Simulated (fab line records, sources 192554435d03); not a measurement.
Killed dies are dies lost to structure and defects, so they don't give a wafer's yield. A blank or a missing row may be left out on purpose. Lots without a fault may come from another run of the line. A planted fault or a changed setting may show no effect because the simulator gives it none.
Chamber matching | flow n5_finfet | N5_BEOL_M5_CO_CAP_78 on cvd_co-01: 3 sister chambers
The step material Co, precursor CCTBA/H2, target thk 2 nm, time 102.1 s. 3 wafers are shown with their chamber, then 6 later ones without.

WAFERS WITH THEIR CHAMBER
wafer  | chamber | heater_power_w (W)
L930.4 | 2       | 257
L932.4 | 0       | 293
L932.5 | 1       | 230

WAFERS WITHOUT THEIR CHAMBER
wafer  | heater_power_w (W)
L931.2 | 259
L931.5 | 296
L931.6 | 256
L934.1 | 257
L934.3 | 237
L934.4 | 256

WHICH CHAMBER EACH WENT THROUGH
wafer  | from the rows above | in truth
L931.2 | 2                   | 2
L931.5 | 0                   | 0
L931.6 | 2                   | 2
L934.1 | 2                   | 2
L934.3 | 1                   | 1
L934.4 | 2                   | 2
Placed correctly: 6 of 6. Can't be placed from these rows: 0. Placed wrongly: 0.
How it was worked out, from the rows above alone: a wafer's distance from a chamber is the root of the sum, over the readings, of the square of ((its reading less the chamber's mean) divided by the reading's scatter). The wafer belongs to the nearest chamber; if the next one is less than 2 further off, it can't be placed. A chamber's mean is the mean of its shown wafers. The scatter: with one shown wafer a chamber, the root of the mean of the squares of how far each hidden wafer lies from its nearest shown one.
